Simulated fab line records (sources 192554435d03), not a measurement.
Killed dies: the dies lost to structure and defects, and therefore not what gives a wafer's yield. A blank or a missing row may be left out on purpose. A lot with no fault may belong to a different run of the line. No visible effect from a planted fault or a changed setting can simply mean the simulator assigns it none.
Which tool did it? ; flow n5 finfet ; 34 wafers from 12 lots sampled at 3 of the route's 1938 steps

WHAT EACH GAUGE READ, for each wafer
N5_MIM_BOT_LITHO_CD_MEAS_08: target cd 3000 nm.
lot;measured;on;cd nm (nm)
L422;day 11 22:20;cd sem-03;3000.8 2999.3 3001.0
L424;day 13 06:44;cd sem-03;2999.4 2999.6 2997.9
L425;day 13 01:53;cd sem-01;3003.3 3000.3 3003.8
L427;day 13 20:53;cd sem-02;2998.9 2998.3 2999.4
L429;day 14 00:55;cd sem-02;3001.0 3001.6 3001.3
L431;day 14 15:54;cd sem-03;2998.4 3003.6 3003.5
L432;day 14 15:16;cd sem-03;2999.6 2995.6 2996.9
L436;day 15 13:45;cd sem-03;3000.5 3001.7 3000.2
L439;day 16 16:46;cd sem-01;2999.0 2999.6 3000.7
L440;day 15 23:28;cd sem-01;3001.4 3002.1
L441;day 16 21:41;cd sem-01;3000.3 3001.6
L443;day 17 09:39;cd sem-03;3001.0 2999.2 3000.7

N5_MIM_BOT_LITHO_OVL_MEAS_11.
lot;measured;on;MIM_BOT_OVL (nm)
L422;day 11 22:22;overlay-02;0 -1 -1
L424;day 13 06:46;overlay-02;5 1 4
L425;day 13 01:55;overlay-01;-13 -5 -7
L427;day 13 20:55;overlay-02;2 -6 -3
L429;day 14 00:57;overlay-02;-8 -9 -17
L431;day 14 15:56;overlay-02;-18 -13 -21
L432;day 14 15:18;overlay-01;3 -4 0
L436;day 15 13:47;overlay-02;-3 -3 -3
L439;day 16 16:47;overlay-01;-12 0 -12
L440;day 15 23:30;overlay-01;8 10
L441;day 16 21:43;overlay-01;3 -1
L443;day 17 09:41;overlay-01;-1 -8 7

EACH LOT AND THE TOOL THAT RAN IT (in order: tool; ch and the chambers of the sampled wafers; start)
lot;N5_HKMG_FIN_NWFM_ALD_20
L422;ald metal-03 ch 1,2, day 4 04:34
L424;ald metal-03 ch 0,1,3, day 4 23:10
L425;ald metal-03 ch 0,1,3, day 5 01:14
L427;ald metal-03 ch 2,3, day 5 11:18
L429;ald metal-03 ch 0,2,3, day 6 01:52
L431;ald metal-03 ch 0,3, day 6 11:00
L432;ald metal-03 ch 0,3, day 6 19:01
L436;ald metal-02 ch 0,1,3, day 7 21:17
L439;ald metal-02 ch 0,2,3, day 8 11:13
L440;ald metal-02 ch 1,3, day 8 14:58
L441;ald metal-01 ch 0,1, day 9 01:32
L443;ald metal-02 ch 0,3, day 9 16:27
- N5_HKMG_FIN_NWFM_ALD_20: deposits TiAlC, target thk 2 nm, pulse time 3 s, purge time 2 s.

WHAT THE TOOLS THEMSELVES READ (means of the sampled wafers that have a number; where no wafer has one, the mark that the record gives instead)
N5_HKMG_FIN_NWFM_ALD_20.
lot;tool;heater power w (W);precursor pulse height rel
L422;ald metal-03;499;0.994
L424;ald metal-03;478;0.997
L425;ald metal-03;475;1.015
L427;ald metal-03;465;1.014
L429;ald metal-03;494;0.996
L431;ald metal-03;499;1.003
L432;ald metal-03;473;0.987
L436;ald metal-02;481;1.000
L439;ald metal-02;480;0.999
L440;ald metal-02;464;0.976
L441;ald metal-01;532;0.974
L443;ald metal-02;450;1.003

THE ANSWER, worked out from the rows above alone
Rule: usual is defined by the lots themselves. Put in order of their means at a reading, lots are off if they are a third of the lots or fewer, leave a main group of 4 or more, and stand apart from it by a gap of 3 or more times the standard deviation of the main group's means; of several such gaps the widest counts. Not used: any main group whose means are identical at the precision the tables above print for the reading. Also off: a lot with no number at a reading for which 4 or more lots have one. Any other lot the step has rows for is counted as sound. Order of review: gauges by route order, followed by the tools' own readings, for which a lot's mean as printed above is used. At the first step where some lot is off, the reading lying furthest off is the one used; lots without a number count as furthest.
No lot is off on any of the readings shown, so nothing can be concluded from this.

WHAT HAD BEEN PUT IN BY THE SIMULATOR
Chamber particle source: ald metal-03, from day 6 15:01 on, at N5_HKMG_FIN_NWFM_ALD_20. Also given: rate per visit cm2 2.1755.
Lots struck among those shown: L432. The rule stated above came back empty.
